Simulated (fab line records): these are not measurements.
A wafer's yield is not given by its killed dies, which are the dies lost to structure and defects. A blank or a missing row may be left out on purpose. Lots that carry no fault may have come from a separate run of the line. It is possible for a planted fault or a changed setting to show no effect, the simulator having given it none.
Which tool was responsible? | flow nandHarc | Sampling: 11 lots, 33 wafers, 6 of 1302 route steps

== WHAT THE GAUGES READ, wafer by wafer ==
NHARC_A_BONDPAD_THK_MEAS_20: measures by xrf.
lot  | measured     | on           | thkNm (nm)
L476 | day 23 02:25 | filmMetro-02 | 170.1 172.5 170.3
L478 | day 23 15:07 | filmMetro-01 | 171.7 170.4 172.9
L477 | day 23 18:04 | filmMetro-01 | 171.8 171.8 171.7
L483 | day 25 00:59 | filmMetro-01 | 170.5 171.3 170.0
L482 | day 25 06:20 | filmMetro-01 | 168.0 170.5 171.0
L488 | day 28 10:26 | filmMetro-01 | 170.2 171.1 170.3
L489 | day 28 11:07 | filmMetro-02 | 169.6 168.2 170.9
L493 | day 29 07:49 | filmMetro-01 | 167.1 168.9 171.4
L496 | day 31 13:47 | filmMetro-01 | 171.7 172.3 170.8
L498 | day 32 02:46 | filmMetro-02 | 168.5 169.7 169.3
L499 | day 33 18:30 | filmMetro-02 | 171.7 171.7 169.0

NHARC_THIN_TSV_INSPECT_40.
lot  | measured     | on               | rawDefectCount
L476 | day 24 00:58 | defectInspect-02 | 814 762 748
L478 | day 24 17:26 | defectInspect-02 | 549 507 513
L477 | day 24 17:26 | defectInspect-01 | 634 445 726
L483 | day 26 03:34 | defectInspect-01 | 548 584 510
L482 | day 26 08:35 | defectInspect-02 | 401 385 365
L488 | day 29 13:08 | defectInspect-01 | 663 431 593
L489 | day 29 13:08 | defectInspect-02 | 504 456 506
L493 | day 30 15:12 | defectInspect-01 | 1127 611 862
L496 | day 32 18:11 | defectInspect-02 | 495 600 621
L498 | day 33 09:02 | defectInspect-02 | 804 616 606
L499 | day 34 19:05 | defectInspect-02 | 658 637 598

NHARC_END_SORT_01.
lot  | measured     | on        | defectLimitedYield (%) | killedAtArray | killedAtOther | killedAtPeriphery | killedDies | killedOpen | killedShort | sort_bin_2_pct (%) | sort_bin_3_pct (%) | sort_bin_4_pct (%) | sortNPass   | sortRimYieldPct (%) | sortYieldPct (%)
L493 | day 30 18:14 | prober-01 | 86.9 94.1 93.8         | 30 31 32      | 50 4 1        | 9 5 9             | 89 40 42   | 6 1 3      | 3 1 2       | 5.8 1.8 2.1        | 1.6 0.6 0.1        | 5.8 3.5 4.0        | 588 637 635 | 80 94 92            | 86.9 94.1 93.8

== WHICH TOOL RAN EACH LOT (tool, then ch and the chambers of the sampled wafers, then the start) ==
lot  | NHARC_THIN_TSV_DESCUM_14          | NHARC_THIN_TSV_DEP_47           | NHARC_THIN_TSV_STRIP_57
L476 | rieDiel-11 ch 1,2, day 23 13:59   | pecvd-04 ch 0,1,2, day 23 15:47 | wetBench-10 ch 2,6,7, day 23 20:43
L478 | rieDiel-11 ch 0,1, day 24 04:55   | pecvd-01 ch 0,1,2, day 24 06:41 | wetBench-10 ch 4,6,7, day 24 11:50
L477 | rieDiel-09 ch 1,2, day 24 03:44   | pecvd-04 ch 0,1,2, day 24 05:30 | wetBench-10 ch 0,4,5, day 24 10:30
L483 | rieDiel-12 ch 0,2,3, day 25 14:57 | pecvd-04 ch 0,1, day 25 16:40   | wetBench-08 ch 0,2,7, day 25 21:47
L482 | rieDiel-09 ch 1,3, day 25 19:11   | pecvd-04 ch 0,2, day 25 21:06   | wetBench-10 ch 1,4,7, day 26 02:09
L488 | rieDiel-11 ch 1,2,3, day 29 01:19 | pecvd-04 ch 0,1, day 29 03:04   | wetBench-10 ch 2,3,4, day 29 08:04
L489 | rieDiel-11 ch 2,3, day 29 02:30   | pecvd-04 ch 0,2, day 29 04:13   | wetBench-08 ch 1,5,7, day 29 09:16
L493 | rieDiel-09 ch 0,2, day 29 20:11   | pecvd-01 ch 0,1, day 29 21:53   | wetBench-10 ch 0,3,5, day 30 10:10
L496 | rieDiel-12 ch 0,3, day 32 05:05   | pecvd-01 ch 1,2, day 32 06:51   | wetBench-08 ch 1,2,7, day 32 11:59
L498 | rieDiel-09 ch 1,2,3, day 32 21:09 | pecvd-01 ch 0,1,2, day 32 22:49 | wetBench-08 ch 0,1,2, day 33 04:00
L499 | rieDiel-11 ch 0,2,3, day 34 07:14 | pecvd-01 ch 0,1,2, day 34 08:58 | wetBench-08 ch 3,4,5, day 34 14:07
- NHARC_THIN_TSV_DESCUM_14: chemistry O2, time 3 s.
- NHARC_THIN_TSV_DEP_47: deposits SiO2, target thk 200 nm.
- NHARC_THIN_TSV_STRIP_57: strips in post etch residue remover, time 1200 s.

== AS READ BY THE TOOLS THEMSELVES (means over the sampled wafers that have a number; for cases with no such wafer, the mark the record gives instead) ==
NHARC_THIN_TSV_DESCUM_14.
lot  | tool       | drypumpMotorCurrentA (A) | oesProductAu (a.u.) | rfVppV (V) | showerheadPlenumPTorr (Torr) | throttleValvePct (%)
L476 | rieDiel-11 | 6.1                      | 0.999               | 57.9       | 1.86                         | 11.302
L478 | rieDiel-11 | 5.7                      | 1.001               | 57.4       | 1.88                         | 11.311
L477 | rieDiel-09 | 5.8                      | 1.009               | 57.6       | 1.93                         | 11.304
L483 | rieDiel-12 | 5.9                      | 1.003               | 56.9       | 1.86                         | 11.309
L482 | rieDiel-09 | 4.9                      | 1.000               | 58.1       | 1.78                         | 11.309
L488 | rieDiel-11 | 5.6                      | 0.988               | 57.4       | 1.85                         | 11.310
L489 | rieDiel-11 | 5.4                      | 0.991               | 57.4       | 1.82                         | 11.318
L493 | rieDiel-09 | 5.9                      | 0.990               | 59.3       | 2.00                         | 11.309
L496 | rieDiel-12 | 5.7                      | 1.013               | 57.5       | 1.80                         | 11.316
L498 | rieDiel-09 | 5.3                      | 0.992               | 57.8       | 1.85                         | 11.306
L499 | rieDiel-11 | 5.7                      | 0.996               | 58.0       | 1.82                         | 11.315

NHARC_THIN_TSV_DEP_47.
lot  | tool     | throttleValvePct (%)
L476 | pecvd-04 | 15.3
L478 | pecvd-01 | 15.9
L477 | pecvd-04 | 15.4
L483 | pecvd-04 | 15.2
L482 | pecvd-04 | 15.5
L488 | pecvd-04 | 15.4
L489 | pecvd-04 | 15.5
L493 | pecvd-01 | 16.5
L496 | pecvd-01 | 15.7
L498 | pecvd-01 | 15.9
L499 | pecvd-01 | 16.0

== THE ANSWER, worked out from the rows above alone ==
Rule: usual is defined by the lots themselves. The widest of any qualifying gaps counts: lots, ordered by their means at a reading, are off when they make up no more than a third of the lots, leave a main group of 4 or more, and stand apart from it by 3 or more times the standard deviation of that group's means. Not used: any main group whose means are identical at the precision the tables above print for the reading. A lot without any number at a reading at which 4 lots or more have one is off too. The other lots that the step has rows for count as sound. Order of review: gauges by route order, followed by the tools' own readings, for which a lot's mean as printed above is used. The first step at which some lot is off is used, and at that step the reading that is off furthest; a lot without a number counts as furthest.
Off at NHARC_THIN_TSV_DESCUM_14 (rfVppV): L493. Main group: mean 57.6 V, sd 0.34.
A tool fits if, at that step or a process step before it, it ran every lot that is off, and no sound lot after the first of them. Of those tried, none fits.

== WHAT THE SIMULATOR HAD PUT IN ==
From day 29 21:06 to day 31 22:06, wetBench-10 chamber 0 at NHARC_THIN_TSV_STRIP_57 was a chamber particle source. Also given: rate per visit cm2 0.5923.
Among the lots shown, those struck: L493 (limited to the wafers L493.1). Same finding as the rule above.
